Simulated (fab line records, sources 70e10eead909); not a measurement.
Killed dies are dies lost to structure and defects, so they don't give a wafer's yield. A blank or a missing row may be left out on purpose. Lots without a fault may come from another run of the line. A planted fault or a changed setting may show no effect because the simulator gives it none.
Chamber matching | flow nand_harc | NHARC_A_M1_CMP_23 on cmp-03: 4 sister chambers
The step polishes, t overpolish 20 s, target thk 154.34 nm. 14 wafers are shown with their chamber, then 7 later ones without.

WAFERS WITH THEIR CHAMBER
wafer  | chamber | time_to_endpoint_s (s) | motor_current_A (A)
L679.2 | 2       | 35.8                   | 11.7
L679.4 | 0       | 30.1                   | 13.1
L679.6 | 1       | 33.4                   | 12.6
L687.1 | 1       | 28.5                   | 12.3
L687.3 | 3       | 26.6                   | 12.5
L687.6 | 0       | 26.8                   | 12.0
L686.1 | 3       | 29.1                   | 12.2
L686.2 | 1       | 30.1                   | 11.8
L686.5 | 2       | 30.1                   | 12.5
L691.3 | 1       | 28.5                   | 12.4
L691.5 | 2       | 31.0                   | 11.8
L691.6 | 1       | 29.7                   | 11.5
L693.2 | 3       | 27.5                   | 12.4
L693.3 | 0       | 28.0                   | 12.2

SIGNATURES (means of the wafers above)
reading            | chamber 0 | chamber 1 | chamber 2 | chamber 3 | scatter within a chamber
time_to_endpoint_s | 28.300    | 30.040    | 32.300    | 27.733    | 2.09
motor_current_A    | 12.433    | 12.120    | 12.000    | 12.367    | 0.441
Rule: a wafer's distance from a chamber is the root of the sum, over the readings, of the square of ((its reading less the chamber's mean) divided by the reading's scatter). The wafer belongs to the nearest chamber; if the next one is less than 2 further off, it can't be placed. The scatter: the root of (the sum of the squares of (reading less its chamber's mean) over the shown wafers, divided by (wafers less chambers)).

WAFERS WITHOUT THEIR CHAMBER
wafer  | time_to_endpoint_s (s) | motor_current_A (A)
L693.6 | 28.9                   | 12.7
L696.2 | 29.5                   | 12.7
L696.4 | 27.2                   | 12.9
L696.6 | 25.4                   | 13.3
L698.2 | 30.5                   | 12.4
L698.3 | 28.0                   | 12.1
L698.5 | 27.1                   | 12.4

WHICH CHAMBER EACH WENT THROUGH
wafer  | from the rows above               | in truth
L693.6 | can't be placed: 0 or 3 or 1 or 2 | 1
L696.2 | can't be placed: 0 or 3 or 1 or 2 | 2
L696.4 | can't be placed: 0 or 3 or 1 or 2 | 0
L696.6 | can't be placed: 3 or 0 or 1      | 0
L698.2 | can't be placed: 1 or 0 or 2 or 3 | 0
L698.3 | can't be placed: 3 or 0 or 1 or 2 | 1
L698.5 | can't be placed: 3 or 0 or 1      | 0
Placed correctly: 0 of 7. Can't be placed from these rows: 7 (the true chamber is among the candidates in 7). Placed wrongly: 0.
